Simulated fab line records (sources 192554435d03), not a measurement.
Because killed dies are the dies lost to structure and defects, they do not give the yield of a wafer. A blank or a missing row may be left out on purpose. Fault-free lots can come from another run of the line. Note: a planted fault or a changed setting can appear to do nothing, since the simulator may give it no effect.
Chamber matching / flow n5-finfet / N5_BEOL_M9_CURE_72 on uv-cure-02: 3 sister chambers
The step cures SiCOH lowk, time 120 s. 6 wafers are shown with their chamber, then 10 later ones without.

EACH WAFER AND ITS CHAMBER
wafer=L081.2; chamber=0; wafer_temp_C_max=372.3; lamp-power-pct (%)=52.35
wafer=L081.6; chamber=0; wafer_temp_C_max=372.1; lamp-power-pct (%)=52.32
wafer=L087.3; chamber=1; wafer_temp_C_max=371.4; lamp-power-pct (%)=52.28
wafer=L087.6; chamber=1; wafer_temp_C_max=371.4; lamp-power-pct (%)=52.31
wafer=L086.1; chamber=2; wafer_temp_C_max=371.6; lamp-power-pct (%)=52.31
wafer=L086.3; chamber=2; wafer_temp_C_max=370.7; lamp-power-pct (%)=52.32

WAFERS WITHOUT THEIR CHAMBER
wafer=L086.5; wafer_temp_C_max=371.3; lamp-power-pct (%)=52.33
wafer=L091.2; wafer_temp_C_max=371.2; lamp-power-pct (%)=52.30
wafer=L091.5; wafer_temp_C_max=371.0; lamp-power-pct (%)=52.31
wafer=L091.6; wafer_temp_C_max=371.1; lamp-power-pct (%)=52.35
wafer=L093.2; wafer_temp_C_max=370.8; lamp-power-pct (%)=52.28
wafer=L093.3; wafer_temp_C_max=370.8; lamp-power-pct (%)=52.28
wafer=L093.4; wafer_temp_C_max=370.9; lamp-power-pct (%)=52.37
wafer=L097.3; wafer_temp_C_max=371.1; lamp-power-pct (%)=52.30
wafer=L097.4; wafer_temp_C_max=371.3; lamp-power-pct (%)=52.22
wafer=L097.5; wafer_temp_C_max=370.8; lamp-power-pct (%)=52.22

WHICH CHAMBER EACH ONE RAN IN
wafer=L086.5; from the rows above=can't be placed: 2 or 1 or 0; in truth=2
wafer=L091.2; from the rows above=can't be placed: 1 or 2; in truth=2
wafer=L091.5; from the rows above=can't be placed: 2 or 1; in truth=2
wafer=L091.6; from the rows above=can't be placed: 2 or 0 or 1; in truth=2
wafer=L093.2; from the rows above=can't be placed: 1 or 2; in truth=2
wafer=L093.3; from the rows above=can't be placed: 1 or 2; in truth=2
wafer=L093.4; from the rows above=can't be placed: 2 or 0 or 1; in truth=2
wafer=L097.3; from the rows above=can't be placed: 1 or 2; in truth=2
wafer=L097.4; from the rows above=can't be placed: 1 or 2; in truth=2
wafer=L097.5; from the rows above=can't be placed: 1 or 2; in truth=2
0 of 10 placed correctly. Cannot be placed on the basis of these rows: 10; the candidates contain the true chamber in 10. 0 placed wrongly.
How it was worked out, from the rows above alone: a wafer's distance from a chamber is the root of the sum, over the readings, of the square of ((its reading less the chamber's mean) divided by the reading's scatter). The wafer belongs to the nearest chamber; if the next one is less than 2 further off, it can't be placed. Each chamber's mean is taken over the wafers shown for it. The scatter: take each reading less its chamber's mean, square it, sum over the shown wafers, divide by the number of wafers less the number of chambers, and take the root.
